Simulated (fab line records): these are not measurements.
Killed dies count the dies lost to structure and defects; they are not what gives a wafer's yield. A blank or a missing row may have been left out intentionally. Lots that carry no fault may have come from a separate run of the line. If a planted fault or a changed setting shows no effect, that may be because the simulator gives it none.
fab line records	flow nand_harc
[record] lots = 6	wafers = 18	last_day = 32
route steps=1302 shown P_GATE@144 END@1302
lots that met no fault: taken from a fault-free run of the same line
start_h: hours from the record's first day to the start of the lot's first wafer shown	wait_h: hours since the lot's step before	" as in the row above	L1.1+2: a single row standing in for several wafers	- either no value or no given start	* or withheld: withheld	< > ~ a bound
route shown NAME@n: a module of which the file shows steps, and the number in the route of the first	usual: average and standard deviation across the fault-free wafers	same: alike in all rows	chamber/n: place in a boat	sites: the reading at each site	_std_site: the standard deviation of these	_edge_site: inner sites' mean taken away from outer sites' mean	radius_mm: how far each site lies from the wafer's centre	mask NAME#n: copy n	behind: tool/chamber where the wafer was last shaped	hold: the reason the lot was held/the length of the hold in hours/how it ended	device: the n, p or np transistor that did not switch	end of line: the same wafers' tests at the end of the route	where a step has no rows: the recipe by itself	killed: dies that structure and defects cost at the first sort, which is not the same as the wafer's yield	map: per-die view of a wafer (x killed, . not killed, _ where there is no die)
set.NAME: setting as actually run; set.NAME@STEP: the setting as run at that earlier step	model.NAME: the simulator's own value behind a step, which no gauge read
lots seen at some steps along the route; tables by step, rows by wafer
services: when a tool's chamber went out of use (start_h, in hours from the record's first day, below 0 if earlier), for how many hours, and the reason
[[steps]]
[step NHARC_P_GATE_DESCUM_31]
[recipe] time_s = 3	o2_flow_sccm = 200	ar_flow_sccm = 0	bias_power_w = 0	chemistry = O2
[usual] drypump_motor_current_A = 5.7/0.41	mfc_ar_sccm = 0.008/0.0099	oes_product_au = 0.998/0.011	rf_vpp_V = 57.8/0.79	showerhead_plenum_p_Torr = 1.94/0.061	throttle_valve_pct = 11.312/0.0089
lot.wafer	tool	chamber	start_h	wait_h	drypump_motor_current_A	mfc_ar_sccm	oes_product_au	rf_hours_counter_h	rf_vpp_V	showerhead_plenum_p_Torr	throttle_valve_pct
L319.2	rie_diel-03	2	112.54	0.1	5.2	0.001	1.005	1.2	58.7	1.94	11.316
L319.1	"	0	"	"	5.3	0.013	0.980	1.6	58.9	2.00	11.322
L319.6	"	2	"	"	5.2	0.001	1.001	-	57.6	1.94	11.306
L326.3	rie_diel-03	1	177.14	0.1	5.2	0	1.014	4.5	57.7	2.04	11.304
L326.5	"	2	"	"	5.2	0.001	1.015	-	57.3	1.94	11.300
L326.6	"	3	"	"	5.5	0	1.010	-	57.4	1.89	11.319
L327.4	rie_diel-05	0	181.16	0.1	6.2	0.018	0.987	8.5	59.0	1.86	11.301
L327.2	"	1	"	"	5.8	0.025	1.015	6.8	59.1	1.98	11.318
L327.5	"	0	"	"	6.2	0.018	0.984	-	58.7	1.86	11.306
L328.1	rie_diel-03	3	194.39	0.1	5.5	0	1.006	4.8	57.8	1.89	11.300
L328.4	"	2	"	"	5.2	0.001	1.006	5.5	58.3	1.94	11.317
L328.5	"	3	"	"	5.5	0	1.008	-	58.2	1.89	11.314
L331.1	rie_diel-05	2	219.34	0.1	5.8	0	0.992	0.1	58.3	1.99	11.321
L331.2	"	3	"	"	5.8	0	0.991	0.1	58.3	1.96	11.324
L331.5	"	2	"	"	5.8	0	0.986	-	58.2	1.99	11.326
L339.5	rie_diel-05	1	300.63	0.1	5.8	0.025	0.994	-	56.6	1.98	11.299
L339.4	"	2	"	"	5.8	0	0.991	-	56.4	1.99	11.312
L339.6	"	0	"	"	6.1	0.018	0.992	-	57.1	1.86	11.314
[step NHARC_P_GATE_ETCH_104]
[recipe] target_depth_a = 600	time_s = withheld	cf4_flow_sccm = 100	chf3_flow_sccm = 30	ar_flow_sccm = 0	rf_w = 500	bias_w = 200	chemistry = CF4/CHF3
[usual] cf4_flow_sccm = 99.99/0.3	drypump_motor_current_A = 5.7/0.42	mfc_ar_sccm = 0.008/0.01	oes_product_au = 0.955/0.022	rf_vpp_V = 371.4/1.7	showerhead_plenum_p_Torr = 1.60/0.046	throttle_valve_pct = 16.801/0.0093
lot.wafer	tool	chamber	start_h	wait_h	cf4_flow_sccm	drypump_motor_current_A	mfc_ar_sccm	oes_product_au	rf_vpp_V	showerhead_plenum_p_Torr	throttle_valve_pct
L319.2	rie_diel-03	1	112.62	0.1	99.99	5.1	0	0.970	375.1	1.67	16.800
L319.1	"	2	"	"	99.48	5.2	0.001	0.955	371.1	1.60	16.810
L319.6	"	2	"	"	99.64	5.2	0.001	0.957	371.4	1.60	16.782
L326.3	rie_diel-03	0	177.20	0.1	100.05	5.3	0.013	0.957	374.0	1.64	16.790
L326.6	"	3	"	"	99.81	5.5	0	0.956	369.4	1.55	16.800
L326.5	"	0	"	"	100.60	5.3	0.013	0.953	371.9	1.64	16.798
L327.2	rie_diel-05	1	181.23	0.1	99.65	5.8	0.025	0.985	372.5	1.63	16.797
L327.4	"	3	"	"	99.89	5.8	0	0.951	372.9	1.61	16.809
L327.5	"	1	"	"	99.41	5.8	0.025	0.979	372.1	1.63	16.807
L328.1	rie_diel-03	0	194.47	0.1	100.10	5.3	0.013	0.948	372.1	1.64	16.825
L328.4	"	1	"	"	100.08	5.2	0	0.983	374.3	1.67	16.798
L328.5	"	0	"	"	100.07	5.3	0.013	0.954	372.9	1.64	16.815
L331.1	rie_diel-05	0	219.43	0.1	100.16	6.1	0.018	0.984	368.9	1.53	16.793
L331.2	"	1	"	"	99.73	5.8	0.025	0.980	372.3	1.63	16.810
L331.5	"	0	"	"	99.95	6.2	0.018	0.980	369.7	1.53	16.814
L339.5	rie_diel-05	0	300.71	0.1	99.40	6.2	0.018	0.953	369.8	1.53	16.799
L339.4	"	1	"	"	100.07	5.8	0.025	0.963	371.3	1.62	16.780
L339.6	"	2	"	"	100.31	5.8	0	0.953	373.9	1.63	16.790
[step NHARC_P_GATE_HM_OPEN_105]
[recipe] target_depth_a = 3600	o2_flow_sccm = 400	cos_flow_sccm = 20	ar_flow_sccm = 0	rf_w = 500	bias_w = 300	chemistry = O2/COS
[usual] drypump_motor_current_A = 5.7/0.41	mfc_ar_sccm = 0.008/0.01	oes_product_au = 0.996/0.011	rf_vpp_V = 468.3/2.2	showerhead_plenum_p_Torr = 3.17/0.094	throttle_valve_pct = 28.330/0.0084
lot.wafer	tool	chamber	start_h	wait_h	drypump_motor_current_A	mfc_ar_sccm	oes_product_au	rf_hours_counter_h	rf_vpp_V	showerhead_plenum_p_Torr	throttle_valve_pct
L319.1	rie_diel-03	1	-	-	5.2	0	0.999	1.8	472.2	3.31	28.323
L319.2	"	3	"	"	5.5	0	0.994	1.1	465.9	3.09	28.320
L319.6	"	1	"	"	5.2	0	0.996	-	471.4	3.31	28.326
L326.3	rie_diel-03	2	-	-	5.2	0.001	1.003	5.1	468.1	3.17	28.334
L326.5	"	2	"	"	5.2	0.001	0.999	-	467.5	3.17	28.339
L326.6	"	3	"	"	5.5	0	1.003	-	466.4	3.09	28.327
L327.2	rie_diel-05	3	-	-	5.8	0	0.994	7.7	468.4	3.19	28.339
L327.4	"	0	"	"	6.1	0.018	0.989	8.5	465.6	3.04	28.336
L327.5	"	3	"	"	5.7	0	0.992	-	468.8	3.19	28.326
L328.4	rie_diel-03	0	-	-	5.3	0.013	0.987	5.0	471.8	3.25	28.324
L328.1	"	3	"	"	5.5	0	1.006	4.8	465.7	3.09	28.340
L328.5	"	1	"	"	5.2	0	1.006	-	471.5	3.31	28.335
L331.2	rie_diel-05	2	-	-	5.8	0	1.000	0.2	469.4	3.24	28.330
L331.1	"	0	"	"	6.2	0.018	0.982	0.1	466.1	3.04	28.339
L331.5	"	2	"	"	5.8	0	0.991	-	471.3	3.24	28.329
L339.6	rie_diel-05	1	-	-	5.8	0.025	0.988	-	469.4	3.22	28.337
L339.5	"	2	"	"	5.8	0	0.994	-	468.9	3.24	28.335
L339.4	"	0	"	"	6.2	0.018	0.993	-	465.3	3.03	28.304
[step NHARC_P_GATE_STRIP_106]
[recipe] o2_flow_sccm = 400	cos_flow_sccm = 20	ar_flow_sccm = 0	bias_w = 0	chemistry = O2/COS
[step NHARC_P_GATE_ETCH_114]
[recipe] target_depth_a = 300	overetch_a = 30	time_s = 16.5	ion_energy_ev = 100	cf4_flow_sccm = 80	o2_flow_sccm = 20	ar_flow_sccm = 0	rf_w = 300	bias_w = 100	chemistry = CF4/O2
[usual] cf4_flow_sccm = 79.98/0.21	drypump_motor_current_A = 5.7/0.4	mfc_ar_sccm = 0.008/0.01	oes_product_au = 0.996/0.011	rf_vpp_V = 198.4/1.1	showerhead_plenum_p_Torr = 1.36/0.041	throttle_valve_pct = 13.397/0.0096
lot.wafer	tool	chamber	start_h	wait_h	cf4_flow_sccm	drypump_motor_current_A	mfc_ar_sccm	oes_product_au	rf_hours_counter_h	rf_vpp_V	showerhead_plenum_p_Torr	throttle_valve_pct
L319.1	rie_diel-03	3	-	-	79.71	5.5	0	0.989	1.1	196.8	1.32	13.404
L319.2	"	1	"	"	80.30	5.2	0	1.000	1.8	199.9	1.42	13.401
L319.6	"	0	"	"	79.66	5.3	0.013	0.982	-	199.1	1.39	13.419
L326.3	rie_diel-03	0	-	-	80.17	5.3	0.013	0.974	4.9	199.4	1.39	13.396
L326.5	"	2	"	"	79.91	5.2	0.001	0.995	-	196.8	1.36	13.389
L326.6	"	3	"	"	79.85	5.5	0	1.004	-	196.9	1.32	13.398
L327.2	rie_diel-05	2	-	-	79.65	5.8	0	1.015	6.9	199.3	1.39	13.401
L327.4	"	0	"	"	80.10	6.1	0.018	0.981	8.6	196.7	1.30	13.404
L327.5	"	2	"	"	79.70	5.8	0	1.014	-	200.3	1.39	13.408
L328.4	rie_diel-03	1	-	-	79.97	5.2	0	1.010	4.9	199.7	1.42	13.395
L328.1	"	2	"	"	80.03	5.2	0.001	1.004	5.5	196.9	1.36	13.386
L328.5	"	0	"	"	79.70	5.3	0.013	0.981	-	198.8	1.39	13.399
L331.1	rie_diel-05	3	-	-	80.26	5.7	0	0.994	0.2	197.4	1.36	13.405
L331.2	"	0	"	"	79.84	6.2	0.018	0.997	0.2	196.4	1.30	13.390
L331.5	"	1	"	"	79.99	5.8	0.025	0.998	-	198.9	1.38	13.374
L339.4	rie_diel-05	0	-	-	80.08	6.2	0.018	0.986	-	198.2	1.30	13.386
L339.5	"	1	"	"	80.29	5.8	0.025	0.989	-	198.5	1.38	13.406
L339.6	"	2	"	"	80.09	5.8	0	0.988	-	200.1	1.39	13.392
[step NHARC_P_GATE_ETCH_32]
[recipe] target_depth_a = 1500	over_etch_frac = 1	over_etch_ion_energy_ev = 40	time_s = 100.1	hbr_flow_sccm = 150	cl2_flow_sccm = 50	rf_w = 400	icp_w = 400	bias_w = 100	chemistry = HBr/Cl2
[step NHARC_P_GATE_STRIP_108]
[recipe] o2_flow_sccm = 500	ar_flow_sccm = 0	bias_w = 0	chemistry = O2
[step NHARC_P_GATE_CD_MEAS_33]
[usual] cd_nm = 120.2/2.4
lot.wafer	tool	chamber	start_h	wait_h	cd_nm
L319.1	cd_sem-01	-	113.33	-	118.6
L319.2	"	-	"	"	119.2
L319.6	"	-	"	"	116.4
L326.3	cd_sem-03	-	177.91	-	121.8
L326.5	"	-	"	"	123.8
L326.6	"	-	"	"	120.6
L327.2	cd_sem-01	-	181.95	-	119.5
L327.4	"	-	"	"	117.7
L327.5	"	-	"	"	122.2
L328.1	cd_sem-03	-	195.19	-	121.7
L328.4	"	-	"	"	118.5
L328.5	"	-	"	"	118.9
L331.1	cd_sem-03	-	220.14	-	117.9
L331.2	"	-	"	"	118.9
L331.5	"	-	"	"	119.9
L339.4	cd_sem-01	-	301.46	-	119.4
L339.5	"	-	"	"	118.2
L339.6	"	-	"	"	119.7
[step NHARC_P_GATE_STRIP_35]
[recipe] time_s = 600	temp_c = 130	chemistry = SPM
[step NHARC_P_GATE_PRECLEAN_73]
[recipe] time_s = *	temp_c = 50	bath_age_min = 0	chemistry = SC1
[step NHARC_P_GATE_SRD_74]
[step NHARC_P_GATE_ALD_36]
[recipe] target_thk_a = 200	pulse_time_s = 60	ald_cycles = 223	temp_c = 400	material = SiNx
[usual] heater_power_outer_w = 486/63	heater_power_w = 781/88	precursor_pulse_height_rel = 0.999/0.019
lot.wafer	tool	chamber	start_h	wait_h	heater_power_outer_w	heater_power_w	precursor_pulse_height_rel	since_wet_clean_h
L319.2	ald_sin-03	0	115.91	-	490	835	0.985	140
L319.1	"	1	116.97	-	465	757	1.005	141
L319.6	"	3	119.09	-	578	892	0.975	-
L326.3	ald_sin-04	0	179.40	-	517	796	1.010	107
L326.5	"	3	182.52	-	466	795	1.000	-
L326.6	"	0	183.56	-	532	811	0.993	-
L327.2	ald_sin-01	1	184.52	-	399	660	1.015	164
L327.4	"	2	185.58	-	583	871	1.001	165
L327.5	"	0	187.70	-	415	681	1.014	-
L328.1	ald_sin-03	1	195.64	-	515	806	1.005	42
L328.4	"	3	197.77	-	596	942	1.004	44
L328.5	"	2	200.97	-	475	716	0.963	-
L331.2	ald_sin-03	0	220.60	-	490	808	0.971	67
L331.1	"	1	221.65	-	495	823	0.986	68
L331.5	"	1	225.86	-	499	833	0.964	-
L339.4	ald_sin-01	0	305.11	-	413	662	1.032	107
L339.6	"	1	306.17	-	399	652	0.964	-
L339.5	"	2	307.24	-	554	835	1.012	-
[step NHARC_P_GATE_ETCHBACK_37]
[recipe] target_depth_a = 345	time_s = 17.2	chf3_flow_sccm = 50	o2_flow_sccm = 10	ar_flow_sccm = 200	rf_w = 500	bias_w = 200	chemistry = CHF3/O2
[usual] chf3_flow_sccm = 50.02/0.15	drypump_motor_current_A = 5.7/0.43	mfc_ar_sccm = 199.9/0.62	oes_product_au = 0.95/0.03	rf_vpp_V = 371.5/1.8	showerhead_plenum_p_Torr = 2.44/0.073	throttle_valve_pct = 20.572/0.0088
lot.wafer	tool	chamber	start_h	wait_h	chf3_flow_sccm	drypump_motor_current_A	mfc_ar_sccm	oes_product_au	rf_hours_counter_h	rf_vpp_V	showerhead_plenum_p_Torr	throttle_valve_pct
L319.1	rie_diel-10	1	123.33	-	50.17	6.4	199.7	0.92	5.2	371.7	2.50	20.558
L319.2	"	0	"	"	49.96	6.6	199.1	0.94	4.2	371.0	2.37	20.571
L319.6	"	1	"	"	50.06	6.4	200.0	0.93	-	372.9	2.50	20.565
L326.3	rie_diel-03	3	187.80	-	50.21	5.5	200.9	0.93	4.7	370.7	2.37	20.575
L326.6	"	0	"	"	50.11	5.3	199.0	0.92	-	371.3	2.50	20.581
L326.5	"	1	"	"	50.03	5.2	199.7	0.93	-	373.8	2.55	20.581
L327.2	rie_diel-03	1	191.96	-	50.38	5.2	199.3	0.97	4.8	375.6	2.55	20.567
L327.4	"	2	"	"	50.12	5.2	199.0	0.94	5.4	370.7	2.44	20.585
L327.5	"	1	"	"	50.35	5.2	199.1	0.98	-	373.8	2.55	20.591
L328.4	rie_diel-03	3	205.21	-	49.87	5.5	200.0	0.93	4.9	369.2	2.37	20.585
L328.1	"	2	"	"	50.11	5.2	200.3	0.93	5.6	372.9	2.44	20.562
L328.5	"	3	"	"	49.95	5.5	200.8	0.93	-	369.8	2.37	20.568
L331.2	rie_diel-03	2	230.08	-	49.99	5.2	199.0	0.99	7.7	370.3	2.44	20.581
L331.1	"	3	"	"	50.29	5.5	199.8	1.01	7.3	370.8	2.37	20.572
L331.5	"	3	"	"	50.24	5.5	200.2	1.01	-	371.0	2.37	20.569
L339.4	rie_diel-05	3	311.47	-	50.13	5.7	200.4	0.99	6.1	369.7	2.45	20.558
L339.6	"	3	"	"	49.95	5.8	200.4	1.00	-	372.0	2.45	20.555
L339.5	"	0	"	"	49.97	6.2	199.5	0.93	-	368.3	2.33	20.566
[step NHARC_P_GATE_STRIP_101]
[recipe] time_s = 20	o2_flow_sccm = 500	ar_flow_sccm = 0	bias_w = 0	chemistry = O2
[step NHARC_P_GATE_PRECLEAN_97]
[recipe] time_s = 600	temp_c = 120	chemistry = SPM
[step NHARC_P_GATE_SRD_98]
[step NHARC_P_GATE_PRECLEAN_99]
[recipe] time_s = *	temp_c = 50	bath_age_min = 0	chemistry = SC1
[step NHARC_P_GATE_SRD_100]
[step NHARC_P_GATE_DEHYDRATE_38]
[recipe] temp_c = 150	time_s = 120
[step NHARC_P_GATE_HMDS_39]
[recipe] time_s = 30
[step NHARC_P_GATE_COAT_40]
[recipe] spin_rpm = 3000
[step NHARC_P_GATE_SOFTBAKE_41]
[recipe] temp_c = 122	time_s = 95
[step NHARC_P_GATE_EBR_42]
[step NHARC_P_GATE_EXPOSE_43]
[recipe] na = 0.6	target_cd_nm = 720	dose_mj = 14.81	mask_id = P_NSD
[step NHARC_P_GATE_PEB_44]
[recipe] peb_temp_c = 118	peb_time_s = 85
[step NHARC_P_GATE_DEVELOP_45]
[recipe] time_s = 70
[step NHARC_P_GATE_CD_MEAS_46]
[recipe] target_cd_nm = 720	landing_energy_ev = 500
[usual] cd_nm = 719.8/1.7
lot.wafer	tool	chamber	start_h	wait_h	cd_nm
L319.1	cd_sem-03	0	124.42	-	718.9
L319.2	"	0	"	"	719.0
L319.6	"	0	"	"	718.2
L326.3	cd_sem-02	0	188.80	-	720.3
L326.5	"	0	"	"	717.2
L326.6	"	0	"	"	720.8
L327.2	cd_sem-03	0	192.84	-	716.3
L327.4	"	0	"	"	719.4
L327.5	"	0	"	"	718.2
L328.1	cd_sem-01	0	206.10	-	721.1
L328.4	"	0	"	"	721.3
L328.5	"	0	"	"	719.1
L331.1	cd_sem-02	0	230.97	-	723.9
L331.2	"	0	"	"	719.8
L331.5	"	0	"	"	721.9
L339.4	cd_sem-01	0	312.51	-	720.7
L339.5	"	0	"	"	721.8
L339.6	"	0	"	"	721.5
[step NHARC_P_GATE_HARDBAKE_47]
[recipe] temp_c = 125	time_s = 80
[step NHARC_P_GATE_DESCUM_48]
[recipe] time_s = 3	o2_flow_sccm = 200	ar_flow_sccm = 0	bias_power_w = 0	chemistry = O2
[step NHARC_P_GATE_IMPLANT_49]
[recipe] energy_kev = 30	dose_cm2 = 3e+15	tilt_deg = 7
[step NHARC_P_GATE_STRIP_111]
[recipe] power_w = 1500	temp_c = 110	time_s = 250	chemistry = N2/H2
[step NHARC_P_GATE_STRIP_75]
[recipe] power_w = 1500	temp_c = 250	chemistry = O2
[step NHARC_P_GATE_STRIP_50]
[recipe] time_s = 900	temp_c = 130	chemistry = SPM
[step NHARC_P_GATE_DEHYDRATE_51]
[recipe] temp_c = 150	time_s = 120
[step NHARC_P_GATE_HMDS_52]
[recipe] time_s = 30
[step NHARC_P_GATE_COAT_53]
[recipe] spin_rpm = 3000
[step NHARC_P_GATE_SOFTBAKE_54]
[recipe] temp_c = 122	time_s = 95
[step NHARC_P_GATE_EBR_55]
[step NHARC_P_GATE_EXPOSE_56]
[recipe] na = 0.6	target_cd_nm = 720	dose_mj = 14.81	mask_id = P_PSD
[step NHARC_P_GATE_PEB_57]
[recipe] peb_temp_c = 118	peb_time_s = 85
[step NHARC_P_GATE_DEVELOP_58]
[recipe] time_s = 70
[step NHARC_P_GATE_CD_MEAS_59]
[recipe] target_cd_nm = 720	landing_energy_ev = 500
[usual] cd_nm = 720.3/1.8
lot.wafer	tool	chamber	start_h	wait_h	cd_nm
L319.1	cd_sem-02	0	126.25	-	717.9
L319.2	"	0	"	"	719.5
L319.6	"	0	"	"	718.6
L326.3	cd_sem-01	0	190.55	-	721.3
L326.5	"	0	"	"	721.3
L326.6	"	0	"	"	720.6
L327.2	cd_sem-03	0	194.48	-	718.6
L327.4	"	0	"	"	719.8
L327.5	"	0	"	"	717.9
L328.1	cd_sem-03	0	207.85	-	720.7
L328.4	"	0	"	"	720.1
L328.5	"	0	"	"	716.7
L331.1	cd_sem-03	0	232.60	-	719.5
L331.2	"	0	"	"	718.1
L331.5	"	0	"	"	716.4
L339.4	cd_sem-01	0	314.27	-	720.9
L339.5	"	0	"	"	721.7
L339.6	"	0	"	"	720.4
[step NHARC_P_GATE_INSPECT_68]
[usual] raw_defect_count = 202/75
lot.wafer	tool	chamber	start_h	wait_h	raw_defect_count
L319.1	defect_inspect-02	-	149.56	0.2	123
L319.2	"	-	"	"	111
L319.6	"	-	"	"	234
L326.3	defect_inspect-02	-	195.48	0.1	140
L326.5	"	-	"	"	127
L326.6	"	-	"	"	132
L327.2	defect_inspect-02	-	199.26	0.1	306
L327.4	"	-	"	"	230
L327.5	"	-	"	"	391
L328.1	defect_inspect-02	-	212.86	0.2	600
L328.4	"	-	"	"	415
L328.5	"	-	"	"	180
L331.1	defect_inspect-01	-	237.50	0.2	206
L331.2	"	-	"	"	763
L331.5	"	-	"	"	183
L339.4	defect_inspect-02	-	319.06	0.1	154
L339.5	"	-	"	"	183
L339.6	"	-	"	"	267
[step NHARC_END_SORT_01]
[recipe] temp_c = 25
[usual] killed_at_array = 62/18	killed_at_other = 0.9/1.2	killed_at_periphery = 4.2/2.9	killed_dies = 67/17	killed_open = 3.6/1.9	killed_short = 2.5/1.6
[same] gross_dies = 677
lot.wafer	tool	chamber	start_h	wait_h	killed_at_array	killed_at_other	killed_at_periphery	killed_dies	killed_open	killed_short
L328.1	prober-02	0	666.93	2.5	33	0	55	88	4	2
L331.2	prober-02	0	675.49	2.8	61	0	59	120	2	2
// killed by level:class
L328.1 P_GATE:unspecified=52 A_CHANNEL_HOLE_D2:chamber_film_flake=13 A_M0:geometric_particle:open=3 P_BONDPAD:chamber_film_flake=3 A_CONTACT:chamber_film_flake=3 A_CHANNEL_HOLE_D1:chamber_film_flake=2 A_STAIRCASE:chamber_film_flake=2 A_SLIT:chamber_film_flake=2
L331.2 P_GATE:unspecified=51 A_CHANNEL_HOLE_D1:chamber_film_flake=25 A_SLIT:chamber_film_flake=19 P_GATE:chamber_film_flake=4 A_CHANNEL_HOLE_D2:chamber_film_flake=4 A_STAIRCASE:chamber_film_flake=4 A_CONTACT:chamber_film_flake=3 A_CHANNEL_FILL_D2:chamber_film_flake=2
// map L328.1 (x killed, . not)
____________.____________
_________......._________
_______..........._______
______.....x.......______
_____..............x_____
____...x.............____
____.................____
___..........x........___
___...................___
__...................x.__
__.................x...__
_.....................x._
_.x.................x.x._
_.........x..........x.._
_..x..............x..xx._
_....................xxx_
...................xxxxx.
....................xxxxx
.................x.xxxxxx
....................xxxxx
..................xxxxxxx
_.xx...............xxxxx_
_.....x............xxxxx_
_....x.............xxxxx_
_..x...............xxxxx_
_..................x.xxx_
__.....x............x.x__
__...................xx__
___.................x.___
___................x..___
____..x..............____
____...x.............____
_____..............._____
______........x....______
_______.......x..._______
_________......._________
____________.____________
// map L331.2 (x killed, . not)
____________.____________
_________......._________
_______..........._______
______.............______
_____..............._____
____xx.x.............____
____x................____
___.xx..x.............___
___..xxxx....x....x...___
__...xxx...............__
__..x...x..............__
_x...xx..x.............._
_..x.xxxx...........x..._
_..x...................._
_...x..................x_
_....................x.._
.....x...........xxxxxxxx
..................xxxxxxx
....x..........x..x.xxxxx
........x.........xxxxxxx
...x..x..........xxxxxxxx
_..x............xxxxxxxx_
_..........x...x.xxxxxxx_
_.x...............xxxxxx_
_..x...............xxxxx_
_.................xxxxxx_
__..................xxx__
__.................x.xx__
___.................x.___
___...................___
____.................____
____.........x.......____
_____.......x......._____
______.............______
_______..........._______
_________......._________
____________.____________
[[services]]
tool	chamber	start_h	hours	kind
rie_diel-10	2	89.21	2.1	repair
rie_diel-03	0	89.30	-	clean
rie_diel-03	-	89.96	1.1	repair
ald_sin-03	0	105.54	4.8	repair
rie_diel-03	1	125.18	2.7	repair
ald_sin-03	3	129.35	7.1	repair
ald_sin-04	2	165.96	3.1	repair
rie_diel-03	0	181.70	4.5	repair
ald_sin-03	2	185.04	2.6	repair
ald_sin-04	0	199.84	3.0	repair
rie_diel-05	-	205.60	9.0	pm
rie_diel-10	-	218.50	9.0	pm
rie_diel-05	0	233.95	4.3	repair
rie_diel-03	-	235.25	2.3	repair
ald_sin-01	1	236.14	20.0	repair
rie_diel-10	-	244.40	0.1	repair
rie_diel-03	-	257.30	9.0	pm
rie_diel-10	0	263.17	4.4	repair
rie_diel-05	0	273.77	4.3	repair
rie_diel-05	3	274.65	1.6	repair
rie_diel-10	0	287.13	7.7	repair
rie_diel-05	3	299.85	8.7	repair
ald_sin-04	3	307.33	5.3	repair
ald_sin-04	2	310.47	25.1	repair
[[key]]
[first_sign] step = NHARC_P_GATE_INSPECT_68	reading = raw_defect_count	direction = up	sigmas = 6.4	usual = 202	struck = 682
[effect] step = NHARC_END_SORT_01	reading = killed_at_periphery	direction = up	sigmas = 18	usual = 4.2	struck = 57
[more_kills_born_at] NHARC_P_GATE_ETCHBACK_37@rie_diel-03 = 103
met_at NHARC_P_GATE_ETCHBACK_37
struck_wafers L328.1,L331.2
tester_left_out L328,L331
onset_between 191.96 205.21
[fault] kind = chamber_particle_source	tool = rie_diel-03	chamber = 2	onset_h = 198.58	steps = NHARC_P_GATE_ETCHBACK_37	rate_per_visit_cm2 = 0.51606	end_h = 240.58
// tester_left_out: of these lots the tester's yield and bins aren't shown, on N5 and GAA mostly nor the transistor test; their killed dies are dies lost to structure and defects alone, not to doping, threshold or leakage, so they don't give the yield
